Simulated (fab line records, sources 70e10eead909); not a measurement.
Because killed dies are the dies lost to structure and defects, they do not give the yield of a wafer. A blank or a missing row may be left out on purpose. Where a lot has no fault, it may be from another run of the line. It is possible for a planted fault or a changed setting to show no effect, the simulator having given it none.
A sampling plan put to the test || flow nand harc || one line in one fab, 25 faults in these records, each fault weighed on the records of the lots it struck
The plan consists of the line's own looks: route steps at which the wafer is read by a gauge or an inspection but not changed. A look is open to judgement when struck wafers have a number at it and the file gives its usual mean and standard deviation on fault-free wafers. Caught: the struck wafers' mean, at a look after the fault's first step, is 4 or more of those standard deviations (sigma) away from the usual mean. On the tool: the identical test, applied to the tool's own readings at the steps of the fault. Caught also covers a different recipe on the struck wafers, or a record left blank for those wafers only.

== THE FAULTS, as the simulator had put them in ==
1. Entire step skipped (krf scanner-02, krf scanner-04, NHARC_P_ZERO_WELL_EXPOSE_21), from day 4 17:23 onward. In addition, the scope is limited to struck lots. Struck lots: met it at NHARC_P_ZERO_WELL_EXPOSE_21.
2. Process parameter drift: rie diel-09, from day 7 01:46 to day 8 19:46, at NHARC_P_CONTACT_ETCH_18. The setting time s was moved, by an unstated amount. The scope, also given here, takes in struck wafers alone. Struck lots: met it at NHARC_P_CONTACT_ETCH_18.
3. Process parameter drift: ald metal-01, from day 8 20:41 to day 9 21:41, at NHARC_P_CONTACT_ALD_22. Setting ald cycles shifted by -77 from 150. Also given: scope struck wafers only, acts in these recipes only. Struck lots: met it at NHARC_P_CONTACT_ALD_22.
4. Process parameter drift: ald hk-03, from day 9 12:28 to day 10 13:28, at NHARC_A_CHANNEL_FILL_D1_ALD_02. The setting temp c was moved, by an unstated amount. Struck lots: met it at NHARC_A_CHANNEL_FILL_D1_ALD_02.
5. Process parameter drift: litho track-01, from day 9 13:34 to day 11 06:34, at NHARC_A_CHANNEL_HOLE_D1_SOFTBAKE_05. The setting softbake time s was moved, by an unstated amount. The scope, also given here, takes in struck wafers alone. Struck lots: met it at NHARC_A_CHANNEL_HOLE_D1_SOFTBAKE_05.
6. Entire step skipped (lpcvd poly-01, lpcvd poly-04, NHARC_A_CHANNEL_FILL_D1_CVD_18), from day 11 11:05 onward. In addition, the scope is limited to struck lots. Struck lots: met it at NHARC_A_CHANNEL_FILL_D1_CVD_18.
7. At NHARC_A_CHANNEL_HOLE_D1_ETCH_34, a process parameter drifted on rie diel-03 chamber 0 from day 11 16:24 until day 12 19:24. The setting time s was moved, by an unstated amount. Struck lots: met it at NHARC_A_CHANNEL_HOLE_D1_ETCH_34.
8. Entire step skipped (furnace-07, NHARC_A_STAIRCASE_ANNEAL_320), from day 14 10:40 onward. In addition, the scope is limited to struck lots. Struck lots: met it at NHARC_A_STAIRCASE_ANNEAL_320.
9. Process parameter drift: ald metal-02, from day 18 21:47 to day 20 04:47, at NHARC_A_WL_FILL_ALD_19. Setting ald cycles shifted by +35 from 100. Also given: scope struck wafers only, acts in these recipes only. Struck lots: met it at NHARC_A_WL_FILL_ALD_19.
10. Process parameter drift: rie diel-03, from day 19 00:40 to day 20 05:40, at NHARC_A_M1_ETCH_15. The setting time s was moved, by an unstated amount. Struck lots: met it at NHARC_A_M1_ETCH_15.
11. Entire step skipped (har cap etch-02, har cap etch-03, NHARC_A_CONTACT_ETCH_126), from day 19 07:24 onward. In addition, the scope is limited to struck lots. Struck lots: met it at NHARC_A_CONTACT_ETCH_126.
12. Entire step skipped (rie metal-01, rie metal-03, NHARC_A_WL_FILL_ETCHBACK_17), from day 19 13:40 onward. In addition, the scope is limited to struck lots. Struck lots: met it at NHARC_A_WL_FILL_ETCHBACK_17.
13. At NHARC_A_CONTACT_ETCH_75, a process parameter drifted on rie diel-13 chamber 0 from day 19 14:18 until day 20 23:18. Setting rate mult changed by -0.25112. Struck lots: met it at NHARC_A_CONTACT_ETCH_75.
14. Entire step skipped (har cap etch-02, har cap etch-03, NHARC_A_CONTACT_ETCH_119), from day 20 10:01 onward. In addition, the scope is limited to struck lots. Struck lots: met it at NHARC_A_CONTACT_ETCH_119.
15. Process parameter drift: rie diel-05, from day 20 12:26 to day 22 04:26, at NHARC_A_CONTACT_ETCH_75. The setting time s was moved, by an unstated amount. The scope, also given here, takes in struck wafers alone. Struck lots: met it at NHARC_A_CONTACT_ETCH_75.
16. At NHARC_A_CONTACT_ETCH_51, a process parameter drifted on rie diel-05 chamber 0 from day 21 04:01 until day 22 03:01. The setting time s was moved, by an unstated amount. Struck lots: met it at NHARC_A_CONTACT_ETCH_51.
17. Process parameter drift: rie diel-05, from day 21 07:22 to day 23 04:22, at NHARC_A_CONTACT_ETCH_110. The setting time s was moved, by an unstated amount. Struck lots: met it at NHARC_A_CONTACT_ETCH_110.
18. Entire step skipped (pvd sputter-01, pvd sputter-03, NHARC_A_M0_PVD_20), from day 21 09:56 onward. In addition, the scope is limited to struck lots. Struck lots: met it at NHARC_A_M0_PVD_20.
19. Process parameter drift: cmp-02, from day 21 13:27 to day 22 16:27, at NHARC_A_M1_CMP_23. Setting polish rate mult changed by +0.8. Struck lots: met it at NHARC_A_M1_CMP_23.
20. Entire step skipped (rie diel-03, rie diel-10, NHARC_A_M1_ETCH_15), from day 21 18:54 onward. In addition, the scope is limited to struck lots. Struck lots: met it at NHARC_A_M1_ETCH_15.
21. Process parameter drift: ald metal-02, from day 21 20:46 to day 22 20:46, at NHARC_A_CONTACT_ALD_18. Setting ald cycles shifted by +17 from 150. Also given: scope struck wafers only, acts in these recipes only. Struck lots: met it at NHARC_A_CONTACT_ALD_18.
22. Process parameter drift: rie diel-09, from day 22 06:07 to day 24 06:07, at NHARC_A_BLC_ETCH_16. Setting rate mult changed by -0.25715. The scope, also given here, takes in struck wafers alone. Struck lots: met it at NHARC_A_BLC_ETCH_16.
23. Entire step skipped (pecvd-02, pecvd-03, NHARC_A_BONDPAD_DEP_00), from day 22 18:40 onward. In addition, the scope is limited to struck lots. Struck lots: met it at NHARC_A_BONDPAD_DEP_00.
24. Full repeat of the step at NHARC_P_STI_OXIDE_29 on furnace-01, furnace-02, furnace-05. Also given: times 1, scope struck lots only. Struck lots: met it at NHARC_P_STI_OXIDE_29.
25. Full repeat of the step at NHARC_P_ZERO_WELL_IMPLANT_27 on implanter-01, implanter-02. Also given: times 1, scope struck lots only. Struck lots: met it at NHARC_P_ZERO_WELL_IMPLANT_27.

== WHAT THE PLAN SAW ==
{"fault": 1, "on the tool itself": "no reading that can be judged", "first look that catches it": "no look after it can be judged", "reading, sigma": "-", "median hours from its first step to that look": "-", "hours from the fault's start to the first struck lot there": "-", "judged looks passed uncaught": 0}
{"fault": 2, "on the tool itself": "run length s -99 or beyond sigma", "first look that catches it": "no look after it can be judged", "reading, sigma": "-", "median hours from its first step to that look": "-", "hours from the fault's start to the first struck lot there": "-", "judged looks passed uncaught": 0}
{"fault": 3, "on the tool itself": "under 2 sigma", "first look that catches it": "no look after it can be judged", "reading, sigma": "-", "median hours from its first step to that look": "-", "hours from the fault's start to the first struck lot there": "-", "judged looks passed uncaught": 0}
{"fault": 4, "on the tool itself": "susceptor temp C +22 sigma", "first look that catches it": "no look after it can be judged", "reading, sigma": "-", "median hours from its first step to that look": "-", "hours from the fault's start to the first struck lot there": "-", "judged looks passed uncaught": 0}
{"fault": 5, "on the tool itself": "heater power total W +99 or beyond sigma", "first look that catches it": "no look after it can be judged", "reading, sigma": "-", "median hours from its first step to that look": "-", "hours from the fault's start to the first struck lot there": "-", "judged looks passed uncaught": 0}
{"fault": 6, "on the tool itself": "the tool's record is blank for the struck wafers", "first look that catches it": "no look after it can be judged", "reading, sigma": "-", "median hours from its first step to that look": "-", "hours from the fault's start to the first struck lot there": "-", "judged looks passed uncaught": 0}
{"fault": 7, "on the tool itself": "run length s -14 sigma", "first look that catches it": "not the one look that can be judged after it", "reading, sigma": "-", "median hours from its first step to that look": "-", "hours from the fault's start to the first struck lot there": "-", "judged looks passed uncaught": 1}
{"fault": 8, "on the tool itself": "the tool's record is blank for the struck wafers", "first look that catches it": "no look after it can be judged", "reading, sigma": "-", "median hours from its first step to that look": "-", "hours from the fault's start to the first struck lot there": "-", "judged looks passed uncaught": 0}
{"fault": 9, "on the tool itself": "under 2 sigma", "first look that catches it": "no look after it can be judged", "reading, sigma": "-", "median hours from its first step to that look": "-", "hours from the fault's start to the first struck lot there": "-", "judged looks passed uncaught": 0}
{"fault": 10, "on the tool itself": "run length s -30 sigma", "first look that catches it": "no look after it can be judged", "reading, sigma": "-", "median hours from its first step to that look": "-", "hours from the fault's start to the first struck lot there": "-", "judged looks passed uncaught": 0}
{"fault": 11, "on the tool itself": "the tool's record is blank for the struck wafers", "first look that catches it": "not the one look that can be judged after it", "reading, sigma": "-", "median hours from its first step to that look": "-", "hours from the fault's start to the first struck lot there": "-", "judged looks passed uncaught": 1}
{"fault": 12, "on the tool itself": "the tool's record is blank for the struck wafers", "first look that catches it": "no look after it can be judged", "reading, sigma": "-", "median hours from its first step to that look": "-", "hours from the fault's start to the first struck lot there": "-", "judged looks passed uncaught": 0}
{"fault": 13, "on the tool itself": "oes product au -19 sigma", "first look that catches it": "no look after it can be judged", "reading, sigma": "-", "median hours from its first step to that look": "-", "hours from the fault's start to the first struck lot there": "-", "judged looks passed uncaught": 0}
{"fault": 14, "on the tool itself": "the tool's record is blank for the struck wafers", "first look that catches it": "no look after it can be judged", "reading, sigma": "-", "median hours from its first step to that look": "-", "hours from the fault's start to the first struck lot there": "-", "judged looks passed uncaught": 0}
{"fault": 15, "on the tool itself": "run length s -34 sigma", "first look that catches it": "no look after it can be judged", "reading, sigma": "-", "median hours from its first step to that look": "-", "hours from the fault's start to the first struck lot there": "-", "judged looks passed uncaught": 0}
{"fault": 16, "on the tool itself": "run length s -99 or beyond sigma", "first look that catches it": "no look after it can be judged", "reading, sigma": "-", "median hours from its first step to that look": "-", "hours from the fault's start to the first struck lot there": "-", "judged looks passed uncaught": 0}
{"fault": 17, "on the tool itself": "run length s -6.5 sigma", "first look that catches it": "no look after it can be judged", "reading, sigma": "-", "median hours from its first step to that look": "-", "hours from the fault's start to the first struck lot there": "-", "judged looks passed uncaught": 0}
{"fault": 18, "on the tool itself": "the tool's record is blank for the struck wafers", "first look that catches it": "no look after it can be judged", "reading, sigma": "-", "median hours from its first step to that look": "-", "hours from the fault's start to the first struck lot there": "-", "judged looks passed uncaught": 0}
{"fault": 19, "on the tool itself": "time to endpoint s -6.5 sigma", "first look that catches it": "NHARC_A_M1_THK_MEAS_24", "reading, sigma": "thk nm -5.7", "median hours from its first step to that look": 0.3, "hours from the fault's start to the first struck lot there": 1, "judged looks passed uncaught": 0}
{"fault": 20, "on the tool itself": "the tool's record is blank for the struck wafers", "first look that catches it": "no look after it can be judged", "reading, sigma": "-", "median hours from its first step to that look": "-", "hours from the fault's start to the first struck lot there": "-", "judged looks passed uncaught": 0}
{"fault": 21, "on the tool itself": "under 2 sigma", "first look that catches it": "none of the 2 looks that can be judged after it", "reading, sigma": "-", "median hours from its first step to that look": "-", "hours from the fault's start to the first struck lot there": "-", "judged looks passed uncaught": 2}
{"fault": 22, "on the tool itself": "oes product au -23 sigma", "first look that catches it": "no look after it can be judged", "reading, sigma": "-", "median hours from its first step to that look": "-", "hours from the fault's start to the first struck lot there": "-", "judged looks passed uncaught": 0}
{"fault": 23, "on the tool itself": "the tool's record is blank for the struck wafers", "first look that catches it": "not the one look that can be judged after it", "reading, sigma": "-", "median hours from its first step to that look": "-", "hours from the fault's start to the first struck lot there": "-", "judged looks passed uncaught": 1}
{"fault": 24, "on the tool itself": "under 2 sigma", "first look that catches it": "not the one look that can be judged after it", "reading, sigma": "-", "median hours from its first step to that look": "-", "hours from the fault's start to the first struck lot there": "-", "judged looks passed uncaught": 1}
{"fault": 25, "on the tool itself": "under 2 sigma", "first look that catches it": "none of the 2 looks that can be judged after it", "reading, sigma": "strongest: killed at other at NHARC_END_SORT_01, +2.4", "median hours from its first step to that look": "-", "hours from the fault's start to the first struck lot there": "-", "judged looks passed uncaught": 2}
A dash: the fault is not caught, or the number is missing from these records.

Caught at a look: 1 of 25. Caught on the tool: 19 of 25. By one or the other: 19 of 25.
Faults caught by the tool alone: 2, 4, 5, 6, 7, 8, 10, 11, 12, 13, 14, 15, 16, 17, 18, 20, 22, 23.
Caught by neither: faults 1, 3, 9, 21, 24, 25.

== THINNER SAMPLING ==
If the look that catches a fault measured only every second or every third lot, by lot number, the first struck lot would be measured this late in the worst case:
{"fault": 19, "struck lots at that look, in order of time": "L822, L820", "every lot": "1 h", "every second lot": "may miss all 2", "every third lot": "may miss all 2"}
Hours count from the start of the fault until the first struck lot that is measured. 4 sigma limit: tested on the pooled struck wafers, so a lone lot may be under it. Other struck lots may not be in these records.

== THE LONGEST TIMED WAY FROM STEP TO LOOK ==
Fault 19: a median of 0.3 hours passes between NHARC_A_M1_CMP_23 and NHARC_A_M1_THK_MEAS_24. No look between them can be judged.
